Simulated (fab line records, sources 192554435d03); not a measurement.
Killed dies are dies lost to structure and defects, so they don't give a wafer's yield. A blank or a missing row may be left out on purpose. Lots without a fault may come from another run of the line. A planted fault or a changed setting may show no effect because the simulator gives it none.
Problem report in the 8D (eight disciplines) form, filled by code | flow n5_finfet | the parts of the form that need people (team, actions taken, sign-off) are left out

1. THE PROBLEM
head_pressure_psi at N5_HKMG_FIN_CMP_94 reads a mean of 2.951 psi on 6 wafers of 2 lots; wafers without a fault read 4.000 psi with a standard deviation of 0.01. That is -99 or more standard deviations from the usual mean.
The step: polishes, stops on SiNx, t overpolish 4.7 s, target thk 43.299 nm.
First seen on wafer L393.2, day 8 01:57, on cmp-01. The record holds 27 wafers of 9 lots with a number at this step. Rule for "out", or "out of limits": more than 4 standard deviations from the usual mean. The other wafers with a number count as sound.

2. WHAT IT IS AND WHAT IT IS NOT
question                    | is                     | is not
which readings at this step | head_pressure_psi      | slurry_flow_ml_min
which lots                  | L393, L396             | L380, L384, L388, L392, L398, L399, L400
which wafers of those lots  | all that have a number | -
read on which tools         | cmp-01                 | cmp-02, cmp-04
when                        | from day 8 01:57       | up to then (12 sound wafers); but 9 sound wafers of L398, L399, L400 came after

3. SUSPECTS, AND WHAT RULES EACH OUT
Counting: a tool at a process step up to the reading stays a suspect if it ran every lot that is out and no sound lot after the first of them.
- ald_metal-02 at N5_HKMG_FIN_ALD_71 (deposits TiN, target thk 1 nm, pulse time 1 s, purge time 3 s): ruled out as a lasting fault. Sound lots L398 ran on it after its first lot that is out, L393 (day 7 23:51).
- cmp-01 at N5_HKMG_FIN_CMP_94 (polishes, stops on SiNx, t overpolish 4.7 s, target thk 43.299 nm): kept. It ran every lot that is out, first L393 (day 8 01:57), and no sound lot after that; its last sound lot up to then is L388 (day 6 20:52). Its own readings are out on those wafers: head_pressure_psi.
Left after counting: cmp-01 at N5_HKMG_FIN_CMP_94.

4. THE CAUSE (what the simulator had put in)
Process parameter drift: cmp-01, from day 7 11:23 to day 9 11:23, at N5_HKMG_FIN_CMP_94. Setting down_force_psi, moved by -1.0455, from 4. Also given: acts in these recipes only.
Counting left only this tool.

5. THE CHAIN OF EFFECTS, in route order
Each row: a reading whose mean over the struck wafers that have a number lies more than 3 standard deviations from the usual. Only readings for which the record gives a usual standard deviation are gone through. hours: the time from each lot's start at the first step in this table that gives one to its start at this step, as a median over the lots. sigmas: the change in usual standard deviations.
hours | step               | reading           | usual     | on struck wafers | change | sigmas
0     | N5_HKMG_FIN_CMP_94 | head_pressure_psi | 4.000 psi | 2.951            | -1.049 | -99 or more
The process steps in it:
- N5_HKMG_FIN_CMP_94: polishes, stops on SiNx, t overpolish 4.7 s, target thk 43.299 nm.
Later measuring or inspecting steps at which every struck wafer that the step has a row for has a number for every such reading, and none has moved that far: N5_BEOL_M4_RC_MEAS_101.

6. WHAT WOULD HAVE CAUGHT IT SOONER
In this record the first reading out of limits was taken at day 8 01:57, 15 hours after the fault began at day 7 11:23.
